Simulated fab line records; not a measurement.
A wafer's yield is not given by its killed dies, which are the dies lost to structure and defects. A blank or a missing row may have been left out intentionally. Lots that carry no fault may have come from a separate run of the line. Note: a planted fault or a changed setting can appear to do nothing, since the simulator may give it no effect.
fab line records :: flow n5_finfet :: part 2 of 2: steps 25 to 36 of 36
record:
  lots: 5
  wafers: 15
  last_day: 18
route steps=1938 shown BEOL_M9@1466 BEOL_M10@1470
lots with no fault: from the same line, run without faults
start_h: hours from the record's opening day to when the first of the lot's shown wafers began :: wait_h: hours elapsed since this lot's preceding step :: " same as the row above :: L1.1+2: a row that stands for several wafers :: - value missing, or start not given :: * or withheld: withheld :: < > ~ a bound
route shown NAME@n: NAME is a module with steps in the file, n the number in the route of the first one :: usual: the fault-free wafers' mean and standard deviation :: same: alike in all rows :: chamber/n: place in a boat :: sites: the reading at each site :: _std_site: the values' standard deviation :: _edge_site: inner sites' mean taken away from outer sites' mean :: radius_mm: for every site, how far away it sits from the centre of the wafer :: mask NAME#n: copy n :: behind: tool/chamber where the wafer was last shaped :: hold: why the lot went on hold/how many hours it stayed there/how the hold came to an end :: device: which transistor (n, p or np) failed to switch :: end of line: the tests these same wafers got at the end of their route :: a step without rows: its recipe alone :: killed: at the first sort, the dies lost to defects and structure; wafer yield is something else :: map: the dies of a wafer, with x for killed, . for not killed, _ for no die there
set.NAME: the setting the step ran with; set.NAME@STEP: the setting that earlier step ran with :: model.NAME: the simulator's own value behind a step, which no gauge read
a table for each step, a row for each wafer; lots at some steps of the route
services: the hour from which a tool's chamber was out of use, counted from the record's first day as start_h (under 0 if before that day), plus the number of hours and why
== steps ==
step: N5_BEOL_M10_STRIP_67
recipe:
  chemistry: CF4
  resist: SiARC
  power_w: 300
  bias_power_w: 75
  pressure_mtorr: 50
  cf4_flow_sccm: 150
  rf_frequency_hz: 6e+07
usual:
  drypump_motor_current_A: 5.9/0.54
  oes_product_au: 0.81/0.064
  rf_vpp_V: 271.5/1.9
  showerhead_plenum_p_Torr: 1.80/0.073
  throttle_valve_pct: 13.49/0.25
lot.wafer: L076.2
tool: rie_diel-02
chamber: 2
start_h: 291.61
wait_h: 0.0
drypump_motor_current_A: 6.5
oes_product_au: 0.74
rf_hours_counter_h: 189
rf_vpp_V: 269.6
showerhead_plenum_p_Torr: 1.70
throttle_valve_pct: 13.55

lot.wafer: L076.3
tool: rie_diel-02
chamber: 1
start_h: 291.61
wait_h: 0.0
drypump_motor_current_A: 5.6
oes_product_au: 0.85
rf_hours_counter_h: 64
rf_vpp_V: 269.9
showerhead_plenum_p_Torr: 1.75
throttle_valve_pct: 13.27

lot.wafer: L076.4
tool: rie_diel-02
chamber: 0
start_h: 291.61
wait_h: 0.0
drypump_motor_current_A: 5.3
oes_product_au: 0.81
rf_hours_counter_h: 79
rf_vpp_V: 273.0
showerhead_plenum_p_Torr: 1.88
throttle_valve_pct: 13.61

lot.wafer: L078.3
tool: rie_diel-05
chamber: 2
start_h: 293.76
wait_h: 0.0
drypump_motor_current_A: 5.8
oes_product_au: 0.78
rf_hours_counter_h: 115
rf_vpp_V: 272.0
showerhead_plenum_p_Torr: 1.79
throttle_valve_pct: 13.27

lot.wafer: L078.5
tool: rie_diel-05
chamber: 0
start_h: 293.76
wait_h: 0.0
drypump_motor_current_A: 6.4
oes_product_au: 0.87
rf_hours_counter_h: -
rf_vpp_V: 272.7
showerhead_plenum_p_Torr: 1.90
throttle_valve_pct: 13.63

lot.wafer: L078.6
tool: rie_diel-05
chamber: 3
start_h: 293.76
wait_h: 0.0
drypump_motor_current_A: 5.3
oes_product_au: 0.71
rf_hours_counter_h: -
rf_vpp_V: 270.3
showerhead_plenum_p_Torr: 1.77
throttle_valve_pct: 13.49

lot.wafer: L080.2
tool: rie_diel-03
chamber: 3
start_h: 351.54
wait_h: 0.0
drypump_motor_current_A: 5.9
oes_product_au: 0.88
rf_hours_counter_h: 53
rf_vpp_V: 275.0
showerhead_plenum_p_Torr: 1.87
throttle_valve_pct: 13.22

lot.wafer: L080.3
tool: rie_diel-03
chamber: 0
start_h: 351.54
wait_h: 0.0
drypump_motor_current_A: 5.0
oes_product_au: 0.88
rf_hours_counter_h: 22
rf_vpp_V: 270.3
showerhead_plenum_p_Torr: 1.75
throttle_valve_pct: 13.00

lot.wafer: L080.4
tool: rie_diel-03
chamber: 2
start_h: 351.54
wait_h: 0.0
drypump_motor_current_A: 5.7
oes_product_au: 0.86
rf_hours_counter_h: 61
rf_vpp_V: 273.0
showerhead_plenum_p_Torr: 1.89
throttle_valve_pct: 13.45

lot.wafer: L083.2
tool: rie_diel-03
chamber: 0
start_h: 351.79
wait_h: 0.0
drypump_motor_current_A: 5.0
oes_product_au: 0.88
rf_hours_counter_h: 22
rf_vpp_V: 268.0
showerhead_plenum_p_Torr: 1.75
throttle_valve_pct: 13.00

lot.wafer: L083.3
tool: rie_diel-03
chamber: 3
start_h: 351.79
wait_h: 0.0
drypump_motor_current_A: 5.9
oes_product_au: 0.87
rf_hours_counter_h: 53
rf_vpp_V: 274.6
showerhead_plenum_p_Torr: 1.87
throttle_valve_pct: 13.21

lot.wafer: L083.6
tool: rie_diel-03
chamber: 2
start_h: 351.79
wait_h: 0.0
drypump_motor_current_A: 5.7
oes_product_au: 0.87
rf_hours_counter_h: -
rf_vpp_V: 272.9
showerhead_plenum_p_Torr: 1.89
throttle_valve_pct: 13.46

lot.wafer: L085.2
tool: rie_diel-02
chamber: 1
start_h: 368.23
wait_h: 0.0
drypump_motor_current_A: 5.6
oes_product_au: 0.81
rf_hours_counter_h: 92
rf_vpp_V: 269.2
showerhead_plenum_p_Torr: 1.75
throttle_valve_pct: 13.34

lot.wafer: L085.3
tool: rie_diel-02
chamber: 3
start_h: 368.23
wait_h: 0.0
drypump_motor_current_A: 6.8
oes_product_au: 0.74
rf_hours_counter_h: 141
rf_vpp_V: 272.3
showerhead_plenum_p_Torr: 1.86
throttle_valve_pct: 13.70

lot.wafer: L085.6
tool: rie_diel-02
chamber: 2
start_h: 368.23
wait_h: 0.0
drypump_motor_current_A: 6.5
oes_product_au: 0.72
rf_hours_counter_h: -
rf_vpp_V: 269.3
showerhead_plenum_p_Torr: 1.69
throttle_valve_pct: 13.62
step: N5_BEOL_M10_HM_OPEN_17
recipe:
  chemistry: Cl2/BCl3
  target_depth_a: 200
  overetch_a: 60
  target: TiN
  mask_material: SOC
  ion_energy_ev: 150
  pressure_mtorr: 10
  icp_w: 1000
  bias_w: 126
  Cl2_flow_sccm: 53.25
  bcl3_flow_sccm: 21.75
  Ar_flow_sccm: 25
usual:
  drypump_motor_current_A: 5.7/0.49
  oes_product_au: 0.67/0.06
  throttle_valve_pct: 22.03/0.22
lot.wafer: L076.2
tool: rie_metal-02
chamber: 1
start_h: 291.65
wait_h: 0.0
drypump_motor_current_A: 5.3
oes_product_au: 0.71
rf_hours_counter_h: 22
throttle_valve_pct: 22.38

lot.wafer: L076.3
tool: rie_metal-02
chamber: 1
start_h: 291.65
wait_h: 0.0
drypump_motor_current_A: 5.3
oes_product_au: 0.71
rf_hours_counter_h: -
throttle_valve_pct: 22.39

lot.wafer: L076.4
tool: rie_metal-02
chamber: 0
start_h: 291.65
wait_h: 0.0
drypump_motor_current_A: 5.7
oes_product_au: 0.68
rf_hours_counter_h: -
throttle_valve_pct: 21.60

lot.wafer: L078.3
tool: rie_metal-01
chamber: 1
start_h: 293.83
wait_h: 0.1
drypump_motor_current_A: 5.1
oes_product_au: 0.74
rf_hours_counter_h: -
throttle_valve_pct: 22.07

lot.wafer: L078.5
tool: rie_metal-01
chamber: 1
start_h: 293.83
wait_h: 0.1
drypump_motor_current_A: 5.1
oes_product_au: 0.75
rf_hours_counter_h: -
throttle_valve_pct: 22.08

lot.wafer: L078.6
tool: rie_metal-01
chamber: 0
start_h: 293.83
wait_h: 0.1
drypump_motor_current_A: 5.8
oes_product_au: 0.67
rf_hours_counter_h: -
throttle_valve_pct: 21.92

lot.wafer: L080.2
tool: rie_metal-02
chamber: 1
start_h: 351.58
wait_h: 0.0
drypump_motor_current_A: 5.3
oes_product_au: 0.69
rf_hours_counter_h: 28
throttle_valve_pct: 22.41

lot.wafer: L080.3
tool: rie_metal-02
chamber: 0
start_h: 351.58
wait_h: 0.0
drypump_motor_current_A: 5.7
oes_product_au: 0.66
rf_hours_counter_h: -
throttle_valve_pct: 21.65

lot.wafer: L080.4
tool: rie_metal-02
chamber: 1
start_h: 351.58
wait_h: 0.0
drypump_motor_current_A: 5.3
oes_product_au: 0.69
rf_hours_counter_h: -
throttle_valve_pct: 22.41

lot.wafer: L083.2
tool: rie_metal-02
chamber: 1
start_h: 351.83
wait_h: 0.0
drypump_motor_current_A: 5.3
oes_product_au: 0.69
rf_hours_counter_h: 28
throttle_valve_pct: 22.41

lot.wafer: L083.3
tool: rie_metal-02
chamber: 0
start_h: 351.83
wait_h: 0.0
drypump_motor_current_A: 5.6
oes_product_au: 0.67
rf_hours_counter_h: -
throttle_valve_pct: 21.64

lot.wafer: L083.6
tool: rie_metal-02
chamber: 0
start_h: 351.83
wait_h: 0.0
drypump_motor_current_A: 5.7
oes_product_au: 0.67
rf_hours_counter_h: -
throttle_valve_pct: 21.64

lot.wafer: L085.2
tool: rie_metal-03
chamber: 1
start_h: 368.27
wait_h: 0.0
drypump_motor_current_A: 5.7
oes_product_au: 0.81
rf_hours_counter_h: 0
throttle_valve_pct: 21.80

lot.wafer: L085.3
tool: rie_metal-03
chamber: 0
start_h: 368.27
wait_h: 0.0
drypump_motor_current_A: 6.6
oes_product_au: 0.63
rf_hours_counter_h: -
throttle_valve_pct: 22.26

lot.wafer: L085.6
tool: rie_metal-03
chamber: 1
start_h: 368.27
wait_h: 0.0
drypump_motor_current_A: 5.7
oes_product_au: 0.82
rf_hours_counter_h: -
throttle_valve_pct: 21.81
step: N5_BEOL_M10_STRIP_19
recipe:
  chemistry: O2
  power_w: 400
  temp_c: 40
  pressure_mtorr: 30
  rf_frequency_hz: 6e+07
  bias_power_w: 0
  overash_fraction: 0.2
  o2_flow_sccm: 225
usual:
  drypump_motor_current_A: 5.9/0.56
  oes_product_au: 0.82/0.066
  rf_vpp_V: 3.7/0.65
  showerhead_plenum_p_Torr: 2.12/0.091
  throttle_valve_pct: 16.59/0.28
lot.wafer: L076.2
tool: rie_diel-02
chamber: 3
start_h: 291.78
wait_h: 0.1
drypump_motor_current_A: 6.8
oes_product_au: 0.77
rf_hours_counter_h: 114
rf_vpp_V: 4.5
showerhead_plenum_p_Torr: 2.22
throttle_valve_pct: 16.94

lot.wafer: L076.3
tool: rie_diel-02
chamber: 1
start_h: 291.78
wait_h: 0.1
drypump_motor_current_A: 5.6
oes_product_au: 0.85
rf_hours_counter_h: 64
rf_vpp_V: 3.7
showerhead_plenum_p_Torr: 2.05
throttle_valve_pct: 16.41

lot.wafer: L076.4
tool: rie_diel-02
chamber: 2
start_h: 291.78
wait_h: 0.1
drypump_motor_current_A: 6.5
oes_product_au: 0.73
rf_hours_counter_h: 189
rf_vpp_V: 4.5
showerhead_plenum_p_Torr: 2.00
throttle_valve_pct: 16.75

lot.wafer: L078.3
tool: rie_diel-05
chamber: 2
start_h: 293.91
wait_h: 0.1
drypump_motor_current_A: 5.8
oes_product_au: 0.79
rf_hours_counter_h: 115
rf_vpp_V: 3.5
showerhead_plenum_p_Torr: 2.11
throttle_valve_pct: 16.39

lot.wafer: L078.5
tool: rie_diel-05
chamber: 0
start_h: 293.91
wait_h: 0.1
drypump_motor_current_A: 6.4
oes_product_au: 0.92
rf_hours_counter_h: -
rf_vpp_V: 3.1
showerhead_plenum_p_Torr: 2.22
throttle_valve_pct: 16.74

lot.wafer: L078.6
tool: rie_diel-05
chamber: 3
start_h: 293.91
wait_h: 0.1
drypump_motor_current_A: 5.3
oes_product_au: 0.70
rf_hours_counter_h: -
rf_vpp_V: 4.3
showerhead_plenum_p_Torr: 2.07
throttle_valve_pct: 16.54

lot.wafer: L080.2
tool: rie_diel-05
chamber: 1
start_h: 351.76
wait_h: 0.2
drypump_motor_current_A: 5.1
oes_product_au: 0.92
rf_hours_counter_h: 19
rf_vpp_V: 4.7
showerhead_plenum_p_Torr: 2.04
throttle_valve_pct: 16.09

lot.wafer: L080.3
tool: rie_diel-05
chamber: 2
start_h: 351.76
wait_h: 0.2
drypump_motor_current_A: 5.9
oes_product_au: 0.77
rf_hours_counter_h: 139
rf_vpp_V: 3.3
showerhead_plenum_p_Torr: 2.10
throttle_valve_pct: 16.44

lot.wafer: L080.4
tool: rie_diel-05
chamber: 0
start_h: 351.76
wait_h: 0.2
drypump_motor_current_A: 6.4
oes_product_au: 0.89
rf_hours_counter_h: -
rf_vpp_V: 2.2
showerhead_plenum_p_Torr: 2.22
throttle_valve_pct: 16.75

lot.wafer: L083.2
tool: rie_diel-03
chamber: 2
start_h: 351.94
wait_h: 0.1
drypump_motor_current_A: 5.7
oes_product_au: 0.88
rf_hours_counter_h: 62
rf_vpp_V: 4.3
showerhead_plenum_p_Torr: 2.23
throttle_valve_pct: 16.64

lot.wafer: L083.3
tool: rie_diel-03
chamber: 3
start_h: 351.94
wait_h: 0.1
drypump_motor_current_A: 6.0
oes_product_au: 0.88
rf_hours_counter_h: 53
rf_vpp_V: 3.2
showerhead_plenum_p_Torr: 2.22
throttle_valve_pct: 16.41

lot.wafer: L083.6
tool: rie_diel-03
chamber: 1
start_h: 351.94
wait_h: 0.1
drypump_motor_current_A: 6.3
oes_product_au: 0.78
rf_hours_counter_h: -
rf_vpp_V: 3.7
showerhead_plenum_p_Torr: 2.01
throttle_valve_pct: 16.92

lot.wafer: L085.2
tool: rie_diel-02
chamber: 0
start_h: 368.43
wait_h: 0.1
drypump_motor_current_A: 5.3
oes_product_au: 0.76
rf_hours_counter_h: 105
rf_vpp_V: 4.3
showerhead_plenum_p_Torr: 2.19
throttle_valve_pct: 16.70

lot.wafer: L085.3
tool: rie_diel-02
chamber: 1
start_h: 368.43
wait_h: 0.1
drypump_motor_current_A: 5.6
oes_product_au: 0.81
rf_hours_counter_h: 92
rf_vpp_V: 3.8
showerhead_plenum_p_Torr: 2.04
throttle_valve_pct: 16.46

lot.wafer: L085.6
tool: rie_diel-02
chamber: 0
start_h: 368.43
wait_h: 0.1
drypump_motor_current_A: 5.2
oes_product_au: 0.77
rf_hours_counter_h: -
rf_vpp_V: 3.3
showerhead_plenum_p_Torr: 2.19
throttle_valve_pct: 16.71
step: N5_BEOL_M10_CD_MEAS_18
recipe:
  pitch_nm: 140
  target_cd_nm: 70
usual:
  cd_nm: 70.0/0.64
lot.wafer: L076.2
tool: cd_sem-01
chamber: -
start_h: 291.85
wait_h: 0.1
cd_nm: 69.1

lot.wafer: L076.3
tool: cd_sem-01
chamber: -
start_h: 291.85
wait_h: 0.1
cd_nm: 69.1

lot.wafer: L076.4
tool: cd_sem-01
chamber: -
start_h: 291.85
wait_h: 0.1
cd_nm: 69.5

lot.wafer: L078.3
tool: cd_sem-02
chamber: -
start_h: 293.98
wait_h: 0.1
cd_nm: 70.2

lot.wafer: L078.5
tool: cd_sem-02
chamber: -
start_h: 293.98
wait_h: 0.1
cd_nm: 70.2

lot.wafer: L078.6
tool: cd_sem-02
chamber: -
start_h: 293.98
wait_h: 0.1
cd_nm: 70.7

lot.wafer: L080.2
tool: cd_sem-02
chamber: -
start_h: 351.83
wait_h: 0.1
cd_nm: 69.6

lot.wafer: L080.3
tool: cd_sem-02
chamber: -
start_h: 351.83
wait_h: 0.1
cd_nm: 69.5

lot.wafer: L080.4
tool: cd_sem-02
chamber: -
start_h: 351.83
wait_h: 0.1
cd_nm: 69.9

lot.wafer: L083.2
tool: cd_sem-03
chamber: -
start_h: 352.01
wait_h: 0.1
cd_nm: 70.2

lot.wafer: L083.3
tool: cd_sem-03
chamber: -
start_h: 352.01
wait_h: 0.1
cd_nm: 69.7

lot.wafer: L083.6
tool: cd_sem-03
chamber: -
start_h: 352.01
wait_h: 0.1
cd_nm: 69.8

lot.wafer: L085.2
tool: cd_sem-01
chamber: -
start_h: 368.50
wait_h: 0.1
cd_nm: 70.2

lot.wafer: L085.3
tool: cd_sem-01
chamber: -
start_h: 368.50
wait_h: 0.1
cd_nm: 70.0

lot.wafer: L085.6
tool: cd_sem-01
chamber: -
start_h: 368.50
wait_h: 0.1
cd_nm: 70.6
step: N5_BEOL_M10_COAT_63
recipe:
  resist: SOC
  temp_c: 250
  time_s: 60
  spin_rpm: 1500
  resist_thk_nm: 100
lot.wafer: L076.2+3+4
tool: litho_track-01
chamber: 0
start_h: 292.01
wait_h: 0.2

lot.wafer: L078.3+5+6
tool: litho_track-04
chamber: 0
start_h: 294.02
wait_h: 0.0

lot.wafer: L080.2+3+4
tool: litho_track-05
chamber: 0
start_h: 355.33
wait_h: 3.5

lot.wafer: L083.2+3+6
tool: litho_track-01
chamber: 0
start_h: 355.33
wait_h: 3.3

lot.wafer: L085.2+3+6
tool: litho_track-05
chamber: 0
start_h: 369.29
wait_h: 0.8
step: N5_BEOL_M10_COAT_64
recipe:
  resist: SiARC
  temp_c: 220
  time_s: 60
  spin_rpm: 1500
  resist_thk_nm: 30
lot.wafer: L076.2+3+4
tool: litho_track-01
chamber: 0
start_h: -
wait_h: -

lot.wafer: L078.3+5+6
tool: litho_track-04
chamber: 0
start_h: -
wait_h: -

lot.wafer: L080.2+3+4
tool: litho_track-05
chamber: 0
start_h: -
wait_h: -

lot.wafer: L083.2+3+6
tool: litho_track-01
chamber: 0
start_h: -
wait_h: -

lot.wafer: L085.2+3+6
tool: litho_track-05
chamber: 0
start_h: -
wait_h: -
step: N5_BEOL_M10_COAT_22
recipe:
  resist: CAR-ArF
  spin_rpm: 1500
  resist_thk_nm: 90
lot.wafer: L076.2+3+4
tool: litho_track-01
chamber: 0
start_h: -
wait_h: -

lot.wafer: L078.3+5+6
tool: litho_track-04
chamber: 0
start_h: -
wait_h: -

lot.wafer: L080.2+3+4
tool: litho_track-05
chamber: 0
start_h: -
wait_h: -

lot.wafer: L083.2+3+6
tool: litho_track-01
chamber: 0
start_h: -
wait_h: -

lot.wafer: L085.2+3+6
tool: litho_track-05
chamber: 0
start_h: -
wait_h: -
step: N5_BEOL_M10_EBR_24
recipe:
  solvent: PGMEA
  ebr_width_mm: 1.5
lot.wafer: L076.2+3+4
tool: litho_track-01
chamber: 0
start_h: -
wait_h: -

lot.wafer: L078.3+5+6
tool: litho_track-04
chamber: 0
start_h: -
wait_h: -

lot.wafer: L080.2+3+4
tool: litho_track-05
chamber: 0
start_h: -
wait_h: -

lot.wafer: L083.2+3+6
tool: litho_track-01
chamber: 0
start_h: -
wait_h: -

lot.wafer: L085.2+3+6
tool: litho_track-05
chamber: 0
start_h: -
wait_h: -
step: N5_BEOL_M10_SOFTBAKE_23
recipe:
  temp_c: 110
  time_s: 60
  resist: CAR-ArF
lot.wafer: L076.2+3+4
tool: litho_track-01
chamber: 0
start_h: -
wait_h: -

lot.wafer: L078.3+5+6
tool: litho_track-04
chamber: 0
start_h: -
wait_h: -

lot.wafer: L080.2+3+4
tool: litho_track-05
chamber: 0
start_h: -
wait_h: -

lot.wafer: L083.2+3+6
tool: litho_track-01
chamber: 0
start_h: -
wait_h: -

lot.wafer: L085.2+3+6
tool: litho_track-05
chamber: 0
start_h: -
wait_h: -
step: N5_BEOL_M10_EXPOSE_25
recipe:
  mask_id: V9
  na: 1.35
  source_shape: annular
  sigma_inner: 0.5
  sigma_outer: 0.8
  polarization: unpolarized
  dose_mj: 85.5
usual:
  reticle_temp_C: 23.00/0.11
lot.wafer: L076.2
tool: arfi_scanner-01
chamber: 0
start_h: 292.26
wait_h: -
mask: V9#0
reticle_temp_C: 22.99

lot.wafer: L076.3
tool: arfi_scanner-01
chamber: 0
start_h: 292.26
wait_h: -
mask: V9#0
reticle_temp_C: 23.19

lot.wafer: L076.4
tool: arfi_scanner-01
chamber: 0
start_h: 292.26
wait_h: -
mask: V9#0
reticle_temp_C: 23.17

lot.wafer: L078.3
tool: arfi_scanner-01
chamber: 0
start_h: 294.15
wait_h: -
mask: V9#0
reticle_temp_C: 22.87

lot.wafer: L078.5
tool: arfi_scanner-01
chamber: 0
start_h: 294.15
wait_h: -
mask: V9#0
reticle_temp_C: 22.83

lot.wafer: L078.6
tool: arfi_scanner-01
chamber: 0
start_h: 294.15
wait_h: -
mask: V9#0
reticle_temp_C: 23.03

lot.wafer: L080.2
tool: arfi_scanner-01
chamber: 0
start_h: 355.58
wait_h: -
mask: V9#0
reticle_temp_C: 23.03

lot.wafer: L080.3
tool: arfi_scanner-01
chamber: 0
start_h: 355.58
wait_h: -
mask: V9#0
reticle_temp_C: 22.99

lot.wafer: L080.4
tool: arfi_scanner-01
chamber: 0
start_h: 355.58
wait_h: -
mask: V9#0
reticle_temp_C: 23.01

lot.wafer: L083.2
tool: arfi_scanner-03
chamber: 0
start_h: 355.75
wait_h: -
mask: V9#0
reticle_temp_C: 23.00

lot.wafer: L083.3
tool: arfi_scanner-03
chamber: 0
start_h: 355.75
wait_h: -
mask: V9#0
reticle_temp_C: 22.99

lot.wafer: L083.6
tool: arfi_scanner-03
chamber: 0
start_h: 355.75
wait_h: -
mask: V9#0
reticle_temp_C: 23.11

lot.wafer: L085.2
tool: arfi_scanner-03
chamber: 0
start_h: 369.54
wait_h: -
mask: V9#0
reticle_temp_C: 22.92

lot.wafer: L085.3
tool: arfi_scanner-03
chamber: 0
start_h: 369.54
wait_h: -
mask: V9#0
reticle_temp_C: 22.85

lot.wafer: L085.6
tool: arfi_scanner-03
chamber: 0
start_h: 369.54
wait_h: -
mask: V9#0
reticle_temp_C: 22.96
step: N5_BEOL_M10_PEB_26
recipe:
  peb_temp_c: withheld
  peb_time_s: 60
  resist: CAR-ArF
lot.wafer: L076.2+3+4
tool: litho_track-05
chamber: 0
start_h: 292.32
wait_h: 0.1

lot.wafer: L078.3+5+6
tool: litho_track-01
chamber: 0
start_h: 294.20
wait_h: 0.0

lot.wafer: L080.2+3+4
tool: litho_track-05
chamber: 0
start_h: 355.64
wait_h: 0.1

lot.wafer: L083.2+3+6
tool: litho_track-04
chamber: 0
start_h: 355.81
wait_h: 0.1

lot.wafer: L085.2+3+6
tool: litho_track-01
chamber: 0
start_h: 369.60
wait_h: 0.1
step: N5_BEOL_M10_DEVELOP_27
recipe:
  develop_time_s: 30
  developer: TMAH
  resist: CAR-ArF
  rinse_liquid: diw
  dry: air_spin
  dev_temp_c: 23
lot.wafer: L076.2+3+4
tool: litho_track-05
chamber: 0
start_h: -
wait_h: -

lot.wafer: L078.3+5+6
tool: litho_track-01
chamber: 0
start_h: -
wait_h: -

lot.wafer: L080.2+3+4
tool: litho_track-05
chamber: 0
start_h: -
wait_h: -

lot.wafer: L083.2+3+6
tool: litho_track-04
chamber: 0
start_h: -
wait_h: -

lot.wafer: L085.2+3+6
tool: litho_track-01
chamber: 0
start_h: -
wait_h: -
== services ==
tool: uv_cure-03
chamber: -
start_h: 269.67
hours: 0.6
kind: repair

tool: pecvd-01
chamber: -
start_h: 270.69
hours: 1.4
kind: repair

tool: uv_cure-02
chamber: -
start_h: 271.35
hours: 0.6
kind: repair

tool: arfi_scanner-03
chamber: -
start_h: 272.25
hours: 3.1
kind: pm

tool: uv_cure-02
chamber: -
start_h: 278.15
hours: 7.5
kind: pm

tool: rie_diel-03
chamber: 2
start_h: 283.66
hours: 7.7
kind: repair

tool: rie_metal-02
chamber: -
start_h: 284.23
hours: 2.8
kind: pm

tool: arfi_scanner-02
chamber: -
start_h: 287.64
hours: 1.1
kind: repair

tool: pecvd-03
chamber: -
start_h: 289.91
hours: 1.7
kind: repair

tool: rie_metal-03
chamber: -
start_h: 291.70
hours: 2.5
kind: repair

tool: arfi_scanner-03
chamber: -
start_h: 296.37
hours: 4.9
kind: pm

tool: pecvd-02
chamber: -
start_h: 311.91
hours: 1.3
kind: repair

tool: pecvd-01
chamber: -
start_h: 316.05
hours: 2.9
kind: repair

tool: pvd_sputter-02
chamber: -
start_h: 325.03
hours: 0.5
kind: repair

tool: pecvd-04
chamber: 1
start_h: 327.29
hours: 5.7
kind: repair

tool: arfi_scanner-01
chamber: -
start_h: 329.40
hours: 1.3
kind: pm

tool: rie_diel-05
chamber: 2
start_h: 330.50
hours: 5.1
kind: repair

tool: uv_cure-03
chamber: -
start_h: 343.83
hours: 10.4
kind: repair

tool: pvd_sputter-02
chamber: -
start_h: 345.96
hours: 8.9
kind: repair

tool: arfi_scanner-03
chamber: -
start_h: 348.15
hours: 1.0
kind: pm

tool: pecvd-03
chamber: -
start_h: 352.76
hours: 14.6
kind: pm

tool: arfi_scanner-01
chamber: -
start_h: 359.97
hours: 1.0
kind: pm

tool: arfi_scanner-03
chamber: -
start_h: 363.17
hours: 0.8
kind: pm

tool: pecvd-04
chamber: 2
start_h: 366.64
hours: 20.6
kind: repair
